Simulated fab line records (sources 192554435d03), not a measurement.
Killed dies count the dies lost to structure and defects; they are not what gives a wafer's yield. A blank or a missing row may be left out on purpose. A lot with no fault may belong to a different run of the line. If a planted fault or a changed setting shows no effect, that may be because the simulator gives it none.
Chamber matching ; flow n5-finfet ; uv-cure-03 running N5_BEOL_M6_CURE_75: 3 sister chambers
The step cures SiCOH lowk, time 120 s. 22 wafers are shown with their chamber, then 11 later ones without.

== WAFERS WITH THEIR CHAMBER ==
wafer;chamber;wafer_temp_C_max;lamp-power-pct (%)
L075.1;1;374.1;52.29
L075.2;1;372.4;52.26
L075.5;1;373.2;52.33
L075.3;1;372.8;52.26
L075.4;1;372.4;52.41
L075.6;1;373.3;52.21
L077.4;2;372.7;52.27
L077.5;2;372.4;52.30
L077.6;2;372.5;52.30
L080.2;0;371.6;52.30
L080.3;0;372.0;52.27
L080.6;0;371.1;52.30
L081.2;1;373.0;52.32
L081.5;1;372.9;52.29
L081.6;1;372.9;52.33
L082.1;0;372.1;52.42
L082.3;0;371.9;52.30
L082.4;0;372.3;52.36
L082.2;0;371.9;52.28
L082.5;0;371.6;52.36
L082.6;0;371.7;52.32
L086.2;1;372.9;52.29

SIGNATURES, as means of the wafers listed above
reading;chamber 0;chamber 1;chamber 2;scatter within a chamber
wafer_temp_C_max;371.800;372.990;372.533;0.408
lamp-power-pct;52.3233;52.2990;52.2900;0.0486
Rule: distance of a wafer from a chamber = root of the sum over the readings of ((wafer's reading minus chamber's mean) / reading's scatter) squared. If the next closest chamber is less than 2 further off than the closest, the wafer can't be placed; otherwise it belongs to the closest. The scatter: the root of (the sum of the squares of (reading less its chamber's mean) over the shown wafers, divided by (wafers less chambers)).

== WAFERS WITHOUT THEIR CHAMBER ==
wafer;wafer_temp_C_max;lamp-power-pct (%)
L086.4;372.6;52.24
L086.6;373.5;52.38
L090.2;371.3;52.31
L090.4;371.3;52.27
L090.5;372.9;52.24
L096.4;373.3;52.31
L096.5;372.9;52.31
L096.6;373.9;52.32
L097.1;372.6;52.35
L097.4;372.4;52.29
L097.5;372.7;52.34

== WHICH CHAMBER EACH WENT THROUGH ==
wafer;from the rows above;in truth
L086.4;can't be placed: 2 or 1 or 0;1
L086.6;can't be placed: 1 or 2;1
L090.2;can't be placed: 0 or 2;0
L090.4;can't be placed: 0 or 2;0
L090.5;can't be placed: 1 or 2 or 0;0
L096.4;can't be placed: 1 or 2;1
L096.5;can't be placed: 1 or 2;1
L096.6;can't be placed: 1 or 2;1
L097.1;can't be placed: 2 or 1 or 0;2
L097.4;can't be placed: 2 or 1 or 0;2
L097.5;can't be placed: 1 or 2 or 0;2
0 of 11 placed correctly. Cannot be placed on the basis of these rows: 11; the candidates contain the true chamber in 11. Number placed wrongly: 0.
